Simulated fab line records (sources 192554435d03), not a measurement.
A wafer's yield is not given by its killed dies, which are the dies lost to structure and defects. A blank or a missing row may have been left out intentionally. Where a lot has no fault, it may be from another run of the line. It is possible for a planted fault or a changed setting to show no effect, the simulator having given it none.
fab line records + flow n5-finfet
record
- lots=6
- wafers=18
- last-day=17
route steps=1938 shown HKMG_FIN@445 PASSIVATION@1936
lots with no fault: from the same line, run without faults
start-h: hours from the record's first day to the start of the lot's first wafer shown + wait-h: how many hours have passed since the lot's step before this one + " as in the row above + L1.1+2: one row covering several wafers at once + - value missing, or start not given + * or withheld: withheld + < > ~ a bound
route shown NAME@n: a module of which the file shows steps, and the number in the route of the first + usual: mean and standard deviation over wafers with no fault + same: alike in all rows + chamber/n: place in a boat + sites: readings site by site + _std_site: the values' standard deviation + _edge_site: mean of outer sites minus mean of inner sites + radius-mm: how far each site lies from the wafer's centre + mask NAME#n: copy n + behind: the last tool/chamber to shape the wafer + hold: the reason the lot was held/the length of the hold in hours/how it ended + device: whichever transistor did not switch (one of n, p or np) + end of line: at the end of the route, the tests of the same wafers + a step without rows: its recipe alone + killed: the dies lost at the first sort to structure and to defects; this is not the yield of the wafer + map: shows each die of a wafer: x if killed, . if not, _ if none is there
set.NAME: the setting as run; set.NAME@STEP: as run at that earlier step + model.NAME: the simulator's own value behind a step, which no gauge read
certain route steps with their lots: each step a table, each wafer a row
services: a tool's chamber out of use, with start hour (start-h, from the record's first day; less than 0 if before it), hours out, and reason
## steps
# step N5_HKMG_FIN_STRIP_89
# recipe
- chemistry=N2/H2
- material=SOC
- time-s=20
- power-w=500
- temp-c=40
- pressure-mtorr=50
- rf-frequency-hz=6e+07
- bias-power-w=8
- h2-frac=0.5
- n2-flow-sccm=300
- h2-flow-sccm=300
# step N5_HKMG_FIN_WET_ETCH_87
# recipe
- chemistry=SC1
- target=TiN
- mix=1:2:40
- temp-c=50
- time-s=154.2
- target-depth-nm=4.7
- dry=ipa-marangoni
- rinse-time-s=30
- rinse-temp-c=23
# step N5_HKMG_FIN_STRIP_88
# recipe
- chemistry=N2/H2
- power-w=2500
- temp-c=300
- h2-frac=0.65
- time-s=360
- pressure-mtorr=withheld
- n2-flow-sccm=1750
- h2-flow-sccm=3250
# step N5_HKMG_FIN_NWFM_ALD_20
# recipe
- material=TiAlC
- target-thk-a=20
- temp-c=300
- ald-precursor-family=TiCl4
- ald-co-reactant=TEA
- pulse-time-s=3
- purge-time-s=2
- co-reactant-purge-time-s=2
- co-reactant-pulse-time-s=10
- ald-cycles=7
- pressure-torr=3
# step N5_HKMG_FIN_ALD_71
# recipe
- material=TiN
- target-thk-a=10
- temp-c=400
- ald-precursor-family=TiCl4
- ald-co-reactant=NH3
- pulse-time-s=1
- purge-time-s=3
- co-reactant-purge-time-s=2
- co-reactant-pulse-time-s=2
- ald-cycles=47
- pressure-torr=3
# usual
- ald-cycles=47/0
- heater-power-w=867/77
- precursor-pulse-height-rel=1.003/0.021
# same
- purge-time-s=3
| lot.wafer | tool         | chamber | start-h | wait-h | ald-cycles | heater-power-w | precursor-pulse-height-rel |
|-----------|--------------|---------|---------|--------|------------|----------------|----------------------------|
| L770.2    | ald-metal-01 | 0       | 107.52  | 0.0    | 47         | 914            | 0.995                      |
| L770.3    | "            | 2       | "       | "      | 47         | 799            | 1.032                      |
| L770.5    | "            | 0       | "       | "      | 47         | 931            | 0.995                      |
| L777.3    | ald-metal-04 | 2       | 152.82  | 0.0    | 47         | 733            | 1.038                      |
| L777.5    | "            | 2       | "       | "      | 47         | 726            | 1.027                      |
| L777.6    | "            | 1       | "       | "      | 47         | 880            | 1.008                      |
| L780.2    | ald-metal-03 | 0       | 168.20  | 0.0    | 47         | 846            | 1.007                      |
| L780.5    | "            | 0       | "       | "      | 47         | 819            | 1.005                      |
| L780.6    | "            | 1       | "       | "      | 47         | 888            | 1.009                      |
| L779.2    | ald-metal-04 | 2       | 173.32  | 0.0    | 47         | 750            | 0.960                      |
| L779.3    | "            | 0       | "       | "      | 47         | 945            | 0.998                      |
| L779.6    | "            | 1       | "       | "      | 47         | 881            | 0.968                      |
| L782.2    | ald-metal-04 | 0       | 177.10  | 0.0    | 47         | 941            | 1.037                      |
| L782.3    | "            | 3       | "       | "      | 47         | 812            | 1.018                      |
| L782.6    | "            | 2       | "       | "      | 47         | 713            | 1.013                      |
| L786.1    | ald-metal-03 | 0       | 207.06  | 0.1    | 47         | 836            | 1.009                      |
| L786.2    | "            | 2       | "       | "      | 47         | 874            | 0.992                      |
| L786.4    | "            | 0       | "       | "      | 47         | 847            | 1.003                      |
# step N5_HKMG_FIN_COAT_66
# recipe
- resist=SOC
- temp-c=250
- time-s=60
- spin-rpm=1500
- resist-thk-nm=300
# step N5_HKMG_FIN_ETCH_67
# recipe
- chemistry=N2/H2
- target=SOC
- target-depth-a=3889
- stop-on=TiN
- ion-energy-ev=100
- bias-w=61
- pressure-mtorr=30
- source-w=850
- n2-flow-sccm=200
- h2-flow-sccm=200
# usual
- drypump-motor-current-A=6.0/0.43
- h2-flow-sccm=200.0/0.53
- oes-product-au=0.76/0.076
- rf-fwd-power-W=843/3.1
- rf-vpp-V=240.6/1.2
- showerhead-plenum-p-Torr=2.53/0.069
- throttle-valve-pct=17.81/0.3
| lot.wafer | tool        | chamber | start-h | wait-h | drypump-motor-current-A | h2-flow-sccm | oes-product-au | rf-fwd-power-W | rf-hours-counter-h | rf-vpp-V | showerhead-plenum-p-Torr | throttle-valve-pct |
|-----------|-------------|---------|---------|--------|-------------------------|--------------|----------------|----------------|--------------------|----------|--------------------------|--------------------|
| L770.2    | rie-diel-03 | 3       | 107.86  | -      | 5.5                     | 200.3        | 0.94           | 844            | 13                 | 241.4    | 2.51                     | 17.72              |
| L770.3    | "           | 0       | "       | "      | 5.4                     | 199.8        | 0.74           | 851            | 162                | 242.3    | 2.52                     | 17.77              |
| L770.5    | "           | 3       | "       | "      | 5.5                     | 200.0        | 0.94           | 847            | -                  | 239.3    | 2.51                     | 17.74              |
| L777.3    | rie-diel-03 | 1       | 153.15  | -      | 6.6                     | 199.8        | 0.86           | 843            | 48                 | 239.8    | 2.49                     | 17.49              |
| L777.5    | "           | 1       | "       | "      | 6.6                     | 199.2        | 0.86           | 843            | -                  | 239.6    | 2.49                     | 17.49              |
| L777.6    | "           | 0       | "       | "      | 5.4                     | 199.9        | 0.72           | 840            | -                  | 240.5    | 2.51                     | 17.79              |
| L780.2    | rie-diel-05 | 3       | 168.53  | -      | 6.2                     | 199.5        | 0.68           | 845            | 227                | 240.5    | 2.60                     | 17.57              |
| L780.5    | "           | 3       | "       | "      | 6.1                     | 200.9        | 0.69           | 846            | -                  | 241.2    | 2.60                     | 17.57              |
| L780.6    | "           | 2       | "       | "      | 6.0                     | 200.2        | 0.69           | 842            | -                  | 238.2    | 2.41                     | 18.11              |
| L779.2    | rie-diel-03 | 1       | 173.84  | -      | 6.6                     | 199.8        | 0.85           | 846            | 55                 | 242.3    | 2.49                     | 17.51              |
| L779.3    | "           | 3       | "       | "      | 5.5                     | 198.9        | 0.88           | 846            | 38                 | 240.0    | 2.50                     | 17.77              |
| L779.6    | "           | 3       | "       | "      | 5.5                     | 199.5        | 0.88           | 842            | -                  | 239.1    | 2.50                     | 17.79              |
| L782.2    | rie-diel-03 | 2       | 177.48  | -      | 6.0                     | 199.4        | 0.71           | 846            | 222                | 241.6    | 2.62                     | 18.41              |
| L782.3    | "           | 0       | "       | "      | 5.3                     | 199.6        | 0.72           | 840            | 188                | 241.3    | 2.51                     | 17.81              |
| L782.6    | "           | 1       | "       | "      | 6.6                     | 200.4        | 0.86           | 841            | -                  | 239.9    | 2.49                     | 17.52              |
| L786.1    | rie-diel-03 | 3       | 207.55  | -      | 5.5                     | 199.1        | 0.86           | 847            | 53                 | 238.6    | 2.49                     | 17.79              |
| L786.2    | "           | 2       | "       | "      | 6.0                     | 200.0        | 0.70           | 845            | 235                | 241.1    | 2.61                     | 18.42              |
| L786.4    | "           | 1       | "       | "      | 6.6                     | 200.7        | 0.83           | 839            | 71                 | 239.5    | 2.48                     | 17.53              |
# step N5_HKMG_FIN_STRIP_90
# recipe
- chemistry=N2/H2
- material=SOC
- time-s=20
- power-w=500
- temp-c=40
- pressure-mtorr=50
- rf-frequency-hz=6e+07
- bias-power-w=8
- h2-frac=0.5
- n2-flow-sccm=300
- h2-flow-sccm=300
# step N5_HKMG_FIN_WET_ETCH_73
# recipe
- chemistry=SC1
- mix=1:2:40
- temp-c=50
- time-s=42.3
- target-depth-nm=1.3
- dry=ipa-marangoni
- rinse-time-s=30
- rinse-temp-c=23
# step N5_HKMG_FIN_ETCHBACK_68
# recipe
- chemistry=Cl2/Ar
- stop-on=HfO2
- target-depth-a=5
- pressure-mtorr=10
- icp-w=600
- bias-w=60
- Cl2_flow_sccm=40
- Ar_flow_sccm=60
# usual
- drypump-motor-current-A=5.3/0.45
- oes_ar_750_au=0.75/0.077
- oes-product-au=0.75/0.075
- rf-fwd-power-W=596.0/2
- throttle-valve-pct=20.8/0.31
| lot.wafer | tool         | chamber | start-h | wait-h | drypump-motor-current-A | oes_ar_750_au | oes-product-au | rf-fwd-power-W | rf-hours-counter-h | throttle-valve-pct |
|-----------|--------------|---------|---------|--------|-------------------------|---------------|----------------|----------------|--------------------|--------------------|
| L770.2    | rie-metal-03 | 1       | 108.08  | 0.0    | 5.9                     | 0.66          | 0.66           | 597.4          | 97                 | 21.4               |
| L770.3    | "            | 1       | "       | "      | 5.9                     | 0.66          | 0.66           | 594.6          | -                  | 21.4               |
| L770.5    | "            | 0       | "       | "      | 4.8                     | 0.70          | 0.70           | 593.0          | -                  | 20.8               |
| L777.3    | rie-metal-03 | 1       | 153.41  | 0.1    | 5.9                     | 0.65          | 0.65           | 595.5          | -                  | 21.4               |
| L777.5    | "            | 1       | "       | "      | 5.9                     | 0.66          | 0.65           | 597.0          | -                  | 21.4               |
| L777.6    | "            | 0       | "       | "      | 4.8                     | 0.69          | 0.69           | 595.6          | -                  | 20.8               |
| L780.2    | rie-metal-02 | 1       | 168.75  | 0.0    | 5.9                     | 0.82          | 0.79           | 594.5          | 36                 | 20.6               |
| L780.5    | "            | 1       | "       | "      | 5.9                     | 0.81          | 0.79           | 597.7          | -                  | 20.6               |
| L780.6    | "            | 0       | "       | "      | 5.5                     | 0.77          | 0.78           | 594.2          | -                  | 20.9               |
| L779.2    | rie-metal-02 | 0       | 174.06  | 0.0    | 5.5                     | 0.78          | 0.77           | 595.2          | 32                 | 20.9               |
| L779.3    | "            | 1       | "       | "      | 5.9                     | 0.81          | 0.79           | 598.6          | -                  | 20.6               |
| L779.6    | "            | 1       | "       | "      | 5.9                     | 0.82          | 0.80           | 596.0          | -                  | 20.6               |
| L782.2    | rie-metal-03 | 1       | 177.69  | 0.0    | 5.9                     | 0.65          | 0.64           | 595.3          | 103                | 21.4               |
| L782.3    | "            | 0       | "       | "      | 4.8                     | 0.69          | 0.69           | 596.1          | -                  | 20.8               |
| L782.6    | "            | 1       | "       | "      | 5.9                     | 0.65          | 0.65           | 596.2          | -                  | 21.4               |
| L786.1    | rie-metal-03 | 1       | 207.79  | 0.0    | 5.9                     | 0.65          | 0.64           | 595.4          | 105                | 21.4               |
| L786.2    | "            | 0       | "       | "      | 4.8                     | 0.68          | 0.68           | 595.7          | 72                 | 20.8               |
| L786.4    | "            | 1       | "       | "      | 5.9                     | 0.64          | 0.64           | 595.8          | -                  | 21.4               |
# step N5_HKMG_FIN_STRIP_69
# recipe
- chemistry=N2/H2
- power-w=2500
- temp-c=300
- h2-frac=0.65
- time-s=360
- pressure-mtorr=withheld
- n2-flow-sccm=1750
- h2-flow-sccm=3250
# step N5_HKMG_FIN_ALD_21
# recipe
- material=TiN
- target-thk-a=15
- temp-c=400
- ald-precursor-family=TiCl4
- ald-co-reactant=NH3
- pulse-time-s=1
- purge-time-s=3
- co-reactant-purge-time-s=2
- co-reactant-pulse-time-s=2
- ald-cycles=68
- pressure-torr=3
# usual
- ald-cycles=68/0
- heater-power-w=872/75
- precursor-pulse-height-rel=1.000/0.019
# same
- purge-time-s=3
| lot.wafer | tool         | chamber | start-h | wait-h | ald-cycles | heater-power-w | precursor-pulse-height-rel |
|-----------|--------------|---------|---------|--------|------------|----------------|----------------------------|
| L770.2    | ald-metal-01 | 2       | 108.61  | 0.3    | 68         | 796            | 1.000                      |
| L770.3    | "            | 0       | "       | "      | 68         | 927            | 0.985                      |
| L770.5    | "            | 3       | "       | "      | 68         | 846            | 1.035                      |
| L777.3    | ald-metal-03 | 1       | 153.91  | 0.2    | 68         | 903            | 1.000                      |
| L777.5    | "            | 2       | "       | "      | 68         | 884            | 0.980                      |
| L777.6    | "            | 1       | "       | "      | 68         | 879            | 0.989                      |
| L780.2    | ald-metal-04 | 1       | 169.28  | 0.3    | 68         | 901            | 1.013                      |
| L780.5    | "            | 1       | "       | "      | 68         | 883            | 0.996                      |
| L780.6    | "            | 2       | "       | "      | 68         | 729            | 1.000                      |
| L779.2    | ald-metal-01 | 1       | 174.58  | 0.3    | 68         | 1044           | 0.998                      |
| L779.3    | "            | 0       | "       | "      | 68         | 888            | 0.979                      |
| L779.6    | "            | 3       | "       | "      | 68         | 829            | 1.003                      |
| L782.2    | ald-metal-04 | 1       | 178.22  | 0.3    | 68         | 871            | 0.980                      |
| L782.3    | "            | 3       | "       | "      | 68         | 850            | 1.016                      |
| L782.6    | "            | 3       | "       | "      | 68         | 810            | 0.990                      |
| L786.1    | ald-metal-03 | 2       | 208.31  | 0.3    | 68         | 874            | 0.968                      |
| L786.2    | "            | 0       | "       | "      | 68         | 822            | 1.008                      |
| L786.4    | "            | 2       | "       | "      | 68         | 859            | 0.988                      |
# step N5_HKMG_FIN_ALD_72
# recipe
- material=W
- target-thk-a=20
- temp-c=300
- pressure-torr=7.5
- ald-precursor-family=WF6
- ald-co-reactant=B2H6
- pulse-time-s=1
- purge-time-s=2
- co-reactant-purge-time-s=2
- co-reactant-pulse-time-s=3
- ald-cycles=7
# usual
- ald-cycles=7/0
- heater-power-w=481/19
- precursor-pulse-height-rel=0.999/0.018
# same
- purge-time-s=2
| lot.wafer | tool     | chamber | start-h | wait-h | ald-cycles | heater-power-w | precursor-pulse-height-rel | model.W_of_HKMG_FIN_ALD_72.thk-nm |
|-----------|----------|---------|---------|--------|------------|----------------|----------------------------|-----------------------------------|
| L770.2    | cvd-w-02 | 1       | 108.97  | 0.2    | 7          | 464            | 1.010                      | 2                                 |
| L770.3    | "        | 0       | "       | "      | 7          | 513            | 0.971                      | 2                                 |
| L770.5    | "        | 0       | "       | "      | 7          | 497            | 0.986                      | 1.8                               |
| L777.3    | cvd-w-02 | 1       | 154.29  | 0.2    | 7          | 476            | 0.988                      | 2.2                               |
| L777.5    | "        | 1       | "       | "      | 7          | 474            | 1.009                      | 2.2                               |
| L777.6    | "        | 0       | "       | "      | 7          | 503            | 1.013                      | 2                                 |
| L780.2    | cvd-w-02 | 0       | 169.66  | 0.2    | 7          | 495            | 1.023                      | 2                                 |
| L780.5    | "        | 0       | "       | "      | 7          | 505            | 0.983                      | 2                                 |
| L780.6    | "        | 0       | "       | "      | 6          | 508            | 1.014                      | 1.6                               |
| L779.2    | cvd-w-01 | 1       | 174.95  | 0.2    | 7          | 480            | 0.971                      | 2                                 |
| L779.3    | "        | 1       | "       | "      | 7          | 475            | 1.013                      | 2                                 |
| L779.6    | "        | 0       | "       | "      | 7          | 461            | 1.020                      | 2                                 |
| L782.2    | cvd-w-02 | 0       | 178.58  | 0.2    | 7          | 503            | 0.975                      | 2                                 |
| L782.3    | "        | 1       | "       | "      | 7          | 461            | 0.988                      | 2.2                               |
| L782.6    | "        | 0       | "       | "      | 6          | 497            | 1.023                      | 1.6                               |
| L786.1    | cvd-w-01 | 1       | 208.84  | 0.4    | 7          | 487            | 0.965                      | 2                                 |
| L786.2    | "        | 0       | "       | "      | 7          | 466            | 1.003                      | 2.2                               |
| L786.4    | "        | 1       | "       | "      | 7          | 464            | 1.029                      | 2.2                               |
# step N5_HKMG_FIN_W_FILL_22
# recipe
- material=W
- target-thk-a=600
- temp-c=400
- pressure-torr=39.4
- time-s=18.2
# usual
- heater-power-w=860/36
- throttle-valve-pct=19.2/1.1
| lot.wafer | tool     | chamber | start-h | wait-h | heater-power-w | throttle-valve-pct |
|-----------|----------|---------|---------|--------|----------------|--------------------|
| L770.2    | cvd-w-02 | 1       | 109.03  | 0.0    | 831            | 17.9               |
| L770.3    | "        | 0       | "       | "      | 896            | 19.3               |
| L770.5    | "        | 0       | "       | "      | 887            | 19.5               |
| L777.3    | cvd-w-02 | 1       | 154.34  | 0.0    | 878            | 17.9               |
| L777.5    | "        | 1       | "       | "      | 850            | 18.3               |
| L777.6    | "        | 0       | "       | "      | 917            | 19.2               |
| L780.2    | cvd-w-02 | 0       | 169.77  | 0.1    | 909            | 19.8               |
| L780.5    | "        | 0       | "       | "      | 907            | 19.2               |
| L780.6    | "        | 0       | "       | "      | 887            | 19.4               |
| L779.2    | cvd-w-01 | 1       | 175.01  | 0.0    | 847            | 18.9               |
| L779.3    | "        | 1       | "       | "      | 850            | 19.2               |
| L779.6    | "        | 0       | "       | "      | 805            | 21.3               |
| L782.2    | cvd-w-02 | 0       | 178.64  | 0.0    | 895            | 19.4               |
| L782.3    | "        | 1       | "       | "      | 834            | 17.8               |
| L782.6    | "        | 0       | "       | "      | 875            | 19.6               |
| L786.1    | cvd-w-01 | 1       | 208.91  | 0.0    | 858            | 19.1               |
| L786.2    | "        | 0       | "       | "      | 826            | 21.2               |
| L786.4    | "        | 1       | "       | "      | 854            | 19.3               |
# step N5_PASSIVATION_PROBE_49
# usual
- killed_at_M0_to_M3=34/11
- killed_at_M4_up=14/5.7
- killed-at-contacts=14/6.9
- killed-at-front-end=40/11
- killed-at-other=4/3.1
- killed-dies=105/17
- killed-open=70/13
- killed-short=34/7.6
# same
- gross-dies=1180
- killed-at-back-side=0
| lot.wafer | tool      | chamber | start-h | wait-h | killed_at_M0_to_M3 | killed_at_M4_up | killed-at-contacts | killed-at-front-end | killed-at-other | killed-dies | killed-open | killed-short |
|-----------|-----------|---------|---------|--------|--------------------|-----------------|--------------------|---------------------|-----------------|-------------|-------------|--------------|
| L780.2    | prober-01 | -       | 358.88  | 0.1    | 36                 | 28              | 11                 | 41                  | 1               | 117         | 83          | 31           |
| L780.5    | prober-01 | -       | 359.03  | 0.2    | 30                 | 15              | 3                  | 20                  | 2               | 70          | 56          | 14           |
| L780.6    | prober-01 | -       | 359.08  | 0.3    | 24                 | 15              | 9                  | 42                  | 1               | 91          | 61          | 30           |
# killed by level:class
L780.2 BEOL_M4:geometric-particle:open=14 FIN_SAQP:geometric-particle:open=12 MOL_CONTACT_COAG:geometric-particle:open=11 FIN_SAQP:geometric-particle:short=10 BEOL_M3:geometric-particle:open=9 BEOL_M2:geometric-particle:open=8 BEOL_M0_SAQP:geometric-particle:open=5 BEOL_M0_SAQP:geometric-particle:short=4
L780.5 BEOL_M4:geometric-particle:open=12 BEOL_M1:geometric-particle:open=11 BEOL_M2:geometric-particle:open=7 STI_FIN_REVEAL:geometric-particle:open=5 BEOL_M0_SAQP:geometric-particle:open=4 BEOL_M3:geometric-particle:open=4 MOL_CONTACT_COAG:geometric-particle:open=3 STARTING-WAFER:geometric-particle:short=3
L780.6 BEOL_M4:geometric-particle:open=12 BEOL_M2:geometric-particle:open=11 FIN_SAQP:geometric-particle:short=8 FIN_SAQP:geometric-particle:open=8 MOL_CONTACT_COAG:geometric-particle:open=7 GATE_CUT:geometric-particle:short=6 STI_FIN_REVEAL:geometric-particle:open=5 DUMMY_GATE:geometric-particle:open=4
## services
| tool         | chamber | start-h | hours | kind   |
|--------------|---------|---------|-------|--------|
| ald-metal-04 | -       | 84.85   | 1.1   | repair |
| cvd-w-02     | 0       | 91.73   | 4.7   | repair |
| rie-diel-03  | -       | 95.44   | 6.3   | repair |
| ald-metal-03 | 3       | 121.37  | 279.0 | repair |
| rie-metal-02 | -       | 129.41  | 25.4  | repair |
| ald-metal-04 | 0       | 144.49  | 25.5  | repair |
| cvd-w-01     | -       | 145.74  | 14.6  | pm     |
| cvd-w-02     | 1       | 161.18  | 12.3  | repair |
| rie-metal-03 | 0       | 169.80  | 2.5   | repair |
| rie-diel-05  | -       | 172.74  | 15.6  | pm     |
| ald-metal-01 | 0       | 194.29  | 26.0  | repair |
## key
first-sign
- step=N5_HKMG_FIN_ALD_72
- reading=ald-cycles
- direction=down
- sigmas=99+
- usual=*
- struck=*
effect none on later readings
model-effect
- step=N5_HKMG_FIN_ALD_72
- value=W_of_HKMG_FIN_ALD_72.thk-nm
- without=2
- struck=1.6
met-at N5_HKMG_FIN_ALD_72
struck-wafers L780.6,L782.6
tester-left-out L780,L782
onset-between 154.29 169.66
fault
- kind=process-parameter-drift
- tool=cvd-w-02
- chamber=-
- onset-h=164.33
- steps=N5_HKMG_FIN_ALD_72
- channel=ald-cycles
- offset=*
- shape=step
- end-h=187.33
- scope=struck-wafers-only
- stated=*
# tester-left-out: of these lots the tester's yield and bins aren't shown, on N5 and GAA mostly nor the transistor test; their killed dies are dies lost to structure and defects alone, not to doping, threshold or leakage, so they don't give the yield
